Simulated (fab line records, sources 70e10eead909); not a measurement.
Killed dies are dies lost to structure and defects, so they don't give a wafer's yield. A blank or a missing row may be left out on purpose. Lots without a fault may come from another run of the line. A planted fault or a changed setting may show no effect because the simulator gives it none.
fab line records | flow nand_harc | part 1 of 2: steps 1 to 4 of 6
record lots=22 wafers=66 last_day=24
route steps=1159 shown A_CHANNEL_HOLE_D1@474 A_STAIRCASE@555
lots that met no fault: from a run of the same line without faults
start_h: hours from the record's first day to the start of the lot's first wafer shown | wait_h: hours since the lot's step before | " the same as in the row above | L1.1+2: a row that stands for several wafers | - no value, or no start given | * or withheld: withheld | < > ~ a bound
route shown NAME@n: a module of which the file shows steps, and the number in the route of the first | usual: mean/standard deviation of fault-free wafers | same: alike in all rows | chamber/n: place in a boat | sites: the reading at each site | _std_site: their standard deviation | _edge_site: outer sites' mean less inner sites' | radius_mm: how far each site lies from the wafer's centre | mask NAME#n: copy n | behind: the tool/chamber that last shaped the wafer | hold: why the lot was held/for how many hours/how that ended | device: the transistor (n, p or np) that didn't switch | end of line: the same wafers' tests at the end of the route | a step without rows: its recipe alone | killed: dies lost to structure and defects at the first sort, not the wafer's yield | map: a wafer's dies, x killed, . not, _ none there
set.NAME: the setting as run; set.NAME@STEP: as run at that earlier step | model.NAME: the simulator's own value behind a step, which no gauge read
steps of the route over a sample of lots; a table a step, a row a wafer
services: from which hour (start_h, from the record's first day; less than 0 if before it) a tool's chamber was out of use, for how many hours, and why
## steps
# step NHARC_A_CHANNEL_HOLE_D1_ETCH_22
# recipe bias_v=3000 source_w=withheld pressure_mtorr=20 time_s=666.7 ar_flow_sccm=375 c4f8_flow_sccm=89.3 o2_flow_sccm=35.7 temp_c=-20 target_depth_a=16000 chemistry=C4F8/O2/Ar
# usual c4f8_flow_sccm=89.31/0.23 drypump_motor_current_A=5.6/0.45 showerhead_plenum_p_Torr=3.65/0.14 throttle_valve_pct=32.156/0.0087
# columns lot.wafer tool chamber start_h wait_h c4f8_flow_sccm drypump_motor_current_A rf_hours_counter_h showerhead_plenum_p_Torr throttle_valve_pct
L075.1 har_etch-02 0 182.54 0.4 89.40 6.2 103 3.55 32.145
L075.4 " 1 " " 89.22 5.0 - 3.87 32.147
L075.6 " 0 " " 89.43 6.2 - 3.55 32.164
L074.2 har_etch-01 0 183.50 0.4 89.13 5.6 187 3.62 32.137
L074.1 " 1 " " 89.51 5.4 187 3.57 32.133
L074.4 " 0 " " 88.86 5.6 - 3.62 32.157
L077.4 har_etch-02 1 191.69 0.4 89.40 5.0 - 3.87 32.155
L077.5 " 0 " " 89.45 6.2 - 3.55 32.144
L077.6 " 1 " " 88.79 5.0 - 3.87 32.167
L078.2 har_etch-01 1 194.62 0.4 89.42 5.4 192 3.57 32.158
L078.4 " 0 " " 89.39 5.6 - 3.61 32.171
L078.6 " 1 " " 88.94 5.4 - 3.57 32.168
L076.1 har_etch-02 0 198.16 0.4 89.72 6.2 114 3.55 32.141
L076.4 " 1 " " 89.48 5.0 - 3.87 32.154
L076.6 " 0 " " 89.57 6.2 - 3.55 32.141
L079.3 har_etch-02 1 202.45 0.4 89.03 5.0 - 3.87 32.157
L079.4 " 0 " " 89.26 6.2 - 3.54 32.167
L079.5 " 0 " " 89.32 6.2 - 3.54 32.152
L081.1 har_etch-02 1 218.04 0.4 89.64 5.0 123 3.86 32.159
L081.4 " 0 " " 89.43 6.2 - 3.54 32.156
L081.5 " 0 " " 89.34 6.2 - 3.54 32.156
L083.4 har_etch-01 1 218.15 0.4 89.23 5.5 - 3.57 32.160
L083.3 " 0 " " 89.30 5.6 - 3.61 32.159
L083.5 " 1 " " 89.39 5.5 - 3.57 32.168
L082.1 har_etch-02 0 222.20 0.4 89.42 6.2 127 3.54 32.155
L082.5 " 1 " " 89.54 5.0 - 3.86 32.164
L082.6 " 0 " " 89.35 6.2 - 3.54 32.153
L085.2 har_etch-02 1 239.04 0.4 89.02 5.0 133 3.86 32.162
L085.4 " 1 " " 89.04 5.0 - 3.86 32.169
L085.6 " 0 " " 89.32 6.2 - 3.54 32.162
L084.1 har_etch-01 0 239.82 0.4 89.13 5.6 211 3.60 32.147
L084.4 " 0 " " 89.15 5.6 - 3.60 32.157
L084.5 " 1 " " 89.31 5.5 - 3.56 32.156
L087.2 har_etch-01 1 252.37 0.4 89.26 5.5 215 3.56 32.146
L087.6 " 0 " " 89.44 5.6 - 3.60 32.155
L087.5 " 1 " " 88.94 5.5 - 3.56 32.165
L086.2 har_etch-02 0 254.78 0.4 89.18 6.2 138 3.53 32.144
L086.6 " 1 " " 89.16 5.0 - 3.86 32.161
L086.5 " 0 " " 89.45 6.2 - 3.53 32.160
L089.1 har_etch-02 1 274.37 0.4 89.34 5.1 143 3.85 32.154
L089.4 " 1 " " 88.89 5.1 - 3.85 32.158
L089.5 " 0 " " 89.54 6.2 - 3.53 32.138
L090.2 har_etch-01 1 274.55 0.4 89.39 5.4 222 3.56 32.160
L090.1 " 0 " " 89.55 5.6 222 3.60 32.161
L090.5 " 1 " " 89.40 5.4 - 3.56 32.160
L088.2 har_etch-02 0 278.65 0.4 89.53 6.2 147 3.53 32.160
L088.4 " 1 " " 89.16 5.0 - 3.85 32.166
L088.5 " 0 " " 89.10 6.2 - 3.53 32.134
L093.3 har_etch-01 1 284.04 0.4 89.22 5.5 - 3.55 32.140
L093.5 " 0 " " 89.14 5.6 - 3.60 32.168
L093.6 " 1 " " 89.52 5.5 - 3.55 32.163
L091.3 har_etch-02 0 284.13 0.4 89.21 6.2 - 3.53 32.158
L091.4 " 1 " " 88.94 5.0 - 3.85 32.164
L091.5 " 1 " " 88.86 5.1 - 3.85 32.149
L092.3 har_etch-01 1 288.09 0.4 89.09 5.4 - 3.55 32.150
L092.4 " 0 " " 89.99 5.6 - 3.59 32.153
L092.6 " 0 " " 89.42 5.6 - 3.59 32.147
L095.4 har_etch-01 1 297.46 0.4 89.79 5.4 - 3.55 32.164
L095.3 " 0 " " 89.79 5.6 - 3.59 32.153
L095.6 " 1 " " 89.23 5.4 - 3.55 32.171
L096.4 har_etch-02 0 304.84 0.4 89.29 6.2 - 3.52 32.155
L096.3 " 1 " " 89.31 5.0 - 3.84 32.171
L096.5 " 1 " " 88.86 5.0 - 3.84 32.157
L097.3 har_etch-02 0 318.34 0.4 89.12 6.2 - 3.52 32.151
L097.6 " 0 " " 89.14 6.2 - 3.52 32.150
L097.5 " 1 " " 89.15 5.0 - 3.83 32.158
# step NHARC_A_CHANNEL_HOLE_D1_ETCH_26
# recipe bias_v=300 source_w=2000 pressure_mtorr=30 time_s=224.1 ar_flow_sccm=375 c4f8_flow_sccm=11.4 o2_flow_sccm=113.6 temp_c=-20 target_depth_a=3000 chemistry=C4F8/O2/Ar
# usual c4f8_flow_sccm=11.39/0.033 drypump_motor_current_A=5.6/0.45 showerhead_plenum_p_Torr=3.69/0.14 throttle_valve_pct=24.586/0.0093
# columns lot.wafer tool chamber start_h wait_h c4f8_flow_sccm drypump_motor_current_A rf_hours_counter_h showerhead_plenum_p_Torr throttle_valve_pct
L075.1 har_etch-02 0 185.41 0.6 11.35 6.2 106 3.59 24.587
L075.4 " 1 " " 11.30 5.0 - 3.93 24.584
L075.6 " 0 " " 11.36 6.2 - 3.59 24.588
L074.2 har_etch-01 0 186.40 0.7 11.35 5.6 189 3.66 24.577
L074.1 " 1 " " 11.41 5.5 189 3.61 24.590
L074.4 " 0 " " 11.39 5.6 - 3.66 24.581
L077.4 har_etch-02 1 194.41 0.4 11.37 5.0 - 3.92 24.573
L077.5 " 0 " " 11.39 6.2 - 3.59 24.578
L077.6 " 1 " " 11.44 5.0 - 3.92 24.577
L078.2 har_etch-01 1 197.54 0.7 11.35 5.5 195 3.61 24.585
L078.4 " 0 " " 11.35 5.6 - 3.65 24.582
L078.6 " 1 " " 11.40 5.5 - 3.61 24.598
L076.1 har_etch-02 0 201.00 0.6 11.44 6.2 117 3.58 24.571
L076.4 " 1 " " 11.37 5.1 - 3.92 24.575
L076.6 " 0 " " 11.41 6.2 - 3.58 24.586
L079.3 har_etch-02 1 205.26 0.5 11.37 5.0 - 3.92 24.575
L079.4 " 0 " " 11.33 6.2 - 3.58 24.592
L079.5 " 0 " " 11.40 6.2 - 3.58 24.580
L081.1 har_etch-02 1 220.88 0.6 11.40 5.0 126 3.92 24.592
L081.4 " 0 " " 11.36 6.2 - 3.58 24.596
L081.5 " 0 " " 11.37 6.2 - 3.58 24.579
L083.4 har_etch-01 1 220.94 0.5 11.40 5.5 - 3.60 24.592
L083.3 " 0 " " 11.43 5.6 - 3.65 24.578
L083.5 " 1 " " 11.41 5.5 - 3.60 24.595
L082.1 har_etch-02 0 225.06 0.6 11.35 6.2 130 3.58 24.570
L082.5 " 1 " " 11.38 5.1 - 3.91 24.596
L082.6 " 0 " " 11.33 6.2 - 3.58 24.582
L085.2 har_etch-02 1 241.87 0.6 11.42 5.0 135 3.91 24.588
L085.4 " 1 " " 11.43 5.0 - 3.91 24.584
L085.6 " 0 " " 11.40 6.2 - 3.57 24.585
L084.1 har_etch-01 0 242.66 0.6 11.38 5.6 214 3.64 24.567
L084.4 " 0 " " 11.40 5.6 - 3.64 24.573
L084.5 " 1 " " 11.36 5.5 - 3.60 24.573
L087.2 har_etch-01 1 255.21 0.6 11.39 5.5 218 3.60 24.587
L087.6 " 0 " " 11.34 5.6 - 3.64 24.598
L087.5 " 1 " " 11.42 5.5 - 3.60 24.594
L086.2 har_etch-02 0 257.61 0.6 11.42 6.2 141 3.57 24.589
L086.6 " 1 " " 11.42 5.0 - 3.91 24.577
L086.5 " 0 " " 11.45 6.2 - 3.57 24.582
L089.1 har_etch-02 1 277.30 0.7 11.37 5.1 146 3.90 24.584
L089.4 " 1 " " 11.36 5.0 - 3.90 24.580
L089.5 " 0 " " 11.41 6.2 - 3.57 24.588
L090.2 har_etch-01 1 277.47 0.7 11.46 5.5 225 3.59 24.578
L090.1 " 0 " " 11.37 5.6 225 3.64 24.585
L090.5 " 1 " " 11.42 5.4 - 3.59 24.598
L088.2 har_etch-02 0 281.49 0.6 11.38 6.2 150 3.56 24.599
L088.4 " 1 " " 11.37 5.0 - 3.90 24.599
L088.5 " 0 " " 11.41 6.2 - 3.56 24.567
L093.3 har_etch-01 1 286.73 0.4 11.35 5.4 - 3.59 24.583
L093.5 " 0 " " 11.40 5.6 - 3.63 24.570
L093.6 " 1 " " 11.35 5.4 - 3.59 24.583
L091.3 har_etch-02 0 286.91 0.5 11.40 6.2 - 3.56 24.604
L091.4 " 1 " " 11.40 5.0 - 3.90 24.602
L091.5 " 1 " " 11.38 5.0 - 3.90 24.595
L092.3 har_etch-01 1 290.88 0.5 11.46 5.5 - 3.59 24.588
L092.4 " 0 " " 11.40 5.6 - 3.63 24.598
L092.6 " 0 " " 11.44 5.6 - 3.63 24.581
L095.4 har_etch-01 1 300.28 0.5 11.39 5.4 - 3.58 24.585
L095.3 " 0 " " 11.40 5.6 - 3.63 24.579
L095.6 " 1 " " 11.35 5.5 - 3.58 24.579
L096.4 har_etch-02 0 307.63 0.5 11.41 6.2 - 3.56 24.592
L096.3 " 1 " " 11.42 5.0 - 3.89 24.593
L096.5 " 1 " " 11.38 5.0 - 3.89 24.572
L097.3 har_etch-02 0 321.11 0.5 11.42 6.2 - 3.55 24.585
L097.6 " 0 " " 11.42 6.2 - 3.55 24.577
L097.5 " 1 " " 11.44 5.1 - 3.89 24.588
# step NHARC_A_STAIRCASE_ETCH_19
# recipe target_depth_a=1000 time_s=40.5 ion_energy_ev=400 c4f8_flow_sccm=20 o2_flow_sccm=10 ar_flow_sccm=withheld rf_w=600 bias_w=1000 chemistry=C4F8/O2
# usual oes_product_au=0.941/0.011 rf_vpp_V=895/4.3
# columns lot.wafer tool chamber start_h wait_h oes_product_au rf_hours_counter_h rf_vpp_V
L074.2 rie_diel-07 1 - - 0.960 3 891
L074.4 " 2 " " 0.939 4 901
L074.1 " 3 " " 0.947 4 899
L075.4 rie_diel-07 0 - - 0.944 4 890
L075.1 " 2 " " 0.952 5 902
L075.6 " 0 " " 0.950 - 893
L077.4 rie_diel-07 0 - - 0.952 5 892
L077.5 " 3 " " 0.963 - 898
L077.6 " 0 " " 0.952 - 891
L076.4 rie_diel-06 2 - - 0.952 2 897
L076.1 " 0 " " 0.938 2 888
L076.6 " 2 " " 0.935 - 899
L079.3 rie_diel-07 3 - - 0.944 9 899
L079.4 " 0 " " 0.935 9 891
L079.5 " 3 " " 0.934 - 900
L078.4 rie_diel-06 0 - - 0.940 5 888
L078.2 " 2 " " 0.920 4 900
L078.6 " 3 " " 0.919 - 898
L081.1 rie_diel-07 2 - - 0.935 18 901
L081.4 " 3 " " 0.942 17 899
L081.5 " 1 " " 0.960 - 889
L083.3 rie_diel-09 1 - - 0.950 7 897
L083.4 " 3 " " 0.953 7 897
L083.5 " 1 " " 0.956 - 898
L082.1 rie_diel-09 3 - - 0.934 11 898
L082.5 " 2 " " 0.944 - 897
L082.6 " 0 " " 0.948 - 896
L085.2 rie_diel-06 1 - - 0.932 20 891
L085.6 " 1 " " 0.928 - 893
L085.4 " 2 " " 0.949 - 900
L084.1 rie_diel-09 1 - - 0.944 12 899
L084.4 " 2 " " 0.942 11 899
L084.5 " 0 " " 0.953 - 895
L086.2 rie_diel-09 0 - - 0.934 21 895
L086.5 " 3 " " 0.931 - 897
L086.6 " 0 " " 0.928 - 895
L087.2 rie_diel-09 3 - - 0.924 20 898
L087.5 " 1 " " 0.940 - 899
L087.6 " 2 " " 0.950 - 899
L089.4 rie_diel-07 2 - - 0.953 37 901
L089.1 " 3 " " 0.932 36 900
L089.5 " 1 " " 0.954 - 887
L090.2 rie_diel-06 3 - - 0.938 23 897
L090.1 " 1 " " 0.932 33 892
L090.5 " 1 " " 0.934 - 890
L088.4 rie_diel-07 3 - - 0.939 38 897
L088.2 " 0 " " 0.950 41 891
L088.5 " 0 " " 0.941 - 889
L091.3 rie_diel-06 3 - - 0.944 26 898
L091.4 " 1 " " 0.939 - 892
L091.5 " 3 " " 0.945 - 899
L093.3 rie_diel-09 0 - - 0.952 30 895
L093.5 " 2 " " 0.932 - 898
L093.6 " 3 " " 0.929 - 897
L092.3 rie_diel-06 1 - - 0.914 39 892
L092.6 " 1 " " 0.914 - 891
L092.4 " 2 " " 0.928 - 897
L095.3 rie_diel-07 3 - - 0.946 45 897
L095.6 " 1 " " 0.947 - 888
L095.4 " 3 " " 0.933 - 898
L096.3 rie_diel-06 2 - - 0.949 45 899
L096.5 " 2 " " 0.947 - 899
L096.4 " 3 " " 0.949 - 898
L097.3 rie_diel-06 3 - - 0.926 44 897
L097.5 " 3 " " 0.933 - 898
L097.6 " 0 " " 0.927 - 887
# step NHARC_A_STAIRCASE_TRIM_24
# recipe time_s=211.2 o2_flow_sccm=500 ar_flow_sccm=0 bias_w=0 chemistry=O2
# usual drypump_motor_current_A=5.9/0.52 oes_product_au=1.003/0.0096 rf_vpp_V=57.7/0.83 showerhead_plenum_p_Torr=3.52/0.11 throttle_valve_pct=17.037/0.009
# columns lot.wafer tool chamber start_h wait_h drypump_motor_current_A oes_product_au rf_hours_counter_h rf_vpp_V showerhead_plenum_p_Torr throttle_valve_pct
L074.1 rie_diel-09 0 - - 4.8 1.001 58 57.6 3.52 17.046
L074.2 " 1 " " 5.8 1.009 57 56.6 3.59 17.039
L074.4 " 2 " " 6.2 1.002 54 58.1 3.61 17.044
L075.4 rie_diel-07 1 - - 5.7 1.008 4 57.1 3.34 17.034
L075.1 " 2 " " 5.8 1.009 5 56.8 3.68 17.036
L075.6 " 2 " " 5.8 1.007 - 58.9 3.68 17.037
L077.4 rie_diel-07 0 - - 6.5 1.013 5 57.3 3.40 17.061
L077.5 " 2 " " 5.8 1.011 - 57.3 3.68 17.043
L077.6 " 3 " " 6.4 1.016 - 55.9 3.60 17.040
L076.1 rie_diel-06 2 - - 5.0 1.000 3 58.5 3.61 17.040
L076.4 " 3 " " 6.1 0.997 3 56.8 3.58 17.034
L076.6 " 1 " " 6.0 0.980 - 57.6 3.43 17.039
L079.4 rie_diel-06 2 - - 5.0 0.997 5 57.1 3.61 17.029
L079.3 " 3 " " 6.1 1.007 5 57.9 3.58 17.039
L079.5 " 2 " " 5.0 1.005 - 59.0 3.61 17.040
L078.4 rie_diel-06 3 - - 6.1 1.008 7 58.2 3.58 17.039
L078.2 " 1 " " 6.0 0.981 7 58.2 3.43 17.046
L078.6 " 3 " " 6.1 1.001 - 58.7 3.58 17.040
L081.1 rie_diel-09 2 - - 6.2 1.005 6 57.2 3.60 17.042
L081.4 " 3 " " 6.4 0.993 8 57.6 3.59 17.031
L081.5 " 1 " " 5.8 0.997 - 59.0 3.59 17.044
L083.4 rie_diel-09 0 - - 4.8 1.002 9 57.2 3.51 17.047
L083.3 " 1 " " 5.7 1.003 8 58.7 3.59 17.032
L083.5 " 2 " " 6.2 1.013 - 57.6 3.60 17.038
L082.1 rie_diel-07 1 - - 5.7 1.015 22 57.6 3.33 17.030
L082.5 " 1 " " 5.8 1.009 - 57.9 3.33 17.042
L082.6 " 2 " " 5.8 1.000 - 57.8 3.67 17.029
L085.4 rie_diel-09 3 - - 6.4 0.980 14 57.8 3.58 17.038
L085.2 " 0 " " 4.8 0.998 15 57.1 3.51 17.035
L085.6 " 0 " " 4.8 1.002 - 57.6 3.51 17.037
L084.1 rie_diel-07 0 - - 6.6 0.997 25 58.1 3.39 17.044
L084.4 " 1 " " 5.8 1.022 26 57.7 3.33 17.039
L084.5 " 3 " " 6.4 1.009 - 57.4 3.59 17.047
L086.2 rie_diel-09 1 - - 5.8 0.998 17 59.5 3.58 17.050
L086.5 " 3 " " 6.4 1.001 - 59.5 3.58 17.038
L086.6 " 0 " " 4.8 1.000 - 57.3 3.51 17.036
L087.2 rie_diel-09 1 - - 5.8 0.989 17 57.7 3.58 17.032
L087.6 " 0 " " 4.9 1.005 - 58.0 3.51 17.034
L087.5 " 1 " " 5.8 0.998 - 57.6 3.58 17.035
L089.4 rie_diel-07 1 - - 5.8 1.025 40 57.9 3.32 17.038
L089.1 " 2 " " 5.7 1.008 37 58.2 3.66 17.019
L089.5 " 0 " " 6.5 1.011 - 56.9 3.38 17.038
L090.2 rie_diel-06 1 - - 6.0 0.998 33 57.7 3.42 17.036
L090.1 " 2 " " 5.0 1.011 33 56.3 3.60 17.020
L090.5 " 1 " " 6.0 0.995 - 56.8 3.42 17.036
L088.2 rie_diel-07 1 - - 5.8 1.024 42 58.8 3.32 17.020
L088.5 " 1 " " 5.8 1.009 - 58.1 3.32 17.018
L088.4 " 3 " " 6.4 1.020 - 57.8 3.59 17.025
L091.3 rie_diel-07 1 - - 5.8 1.009 43 57.3 3.32 17.034
L091.5 " 1 " " 5.8 1.005 - 57.3 3.32 17.036
L091.4 " 0 " " 6.5 0.994 - 57.4 3.38 17.029
L093.3 rie_diel-09 3 - - 6.4 0.999 30 59.1 3.57 17.037
L093.5 " 0 " " 4.9 1.013 - 58.9 3.50 17.036
L093.6 " 1 " " 5.8 0.997 - 57.3 3.58 17.016
L092.3 rie_diel-06 1 - - 6.1 0.999 40 57.5 3.41 17.036
L092.4 " 1 " " 6.1 0.981 - 57.3 3.41 17.031
L092.6 " 2 " " 5.0 0.997 - 57.8 3.59 17.055
L095.3 rie_diel-07 3 - - 6.4 0.985 46 57.1 3.58 17.033
L095.4 " 3 " " 6.4 1.004 - 59.0 3.58 17.030
L095.6 " 1 " " 5.7 1.008 - 58.8 3.32 17.036
L096.4 rie_diel-07 3 - - 6.4 1.008 48 57.5 3.58 17.042
L096.3 " 1 " " 5.7 1.005 52 55.2 3.32 17.026
L096.5 " 3 " " 6.4 1.007 - 58.0 3.58 17.042
L097.3 rie_diel-09 0 - - 4.8 0.999 48 57.7 3.49 17.030
L097.6 " 0 " " 4.9 0.996 - 58.5 3.49 17.052
L097.5 " 1 " " 5.7 1.002 - 59.1 3.57 17.033
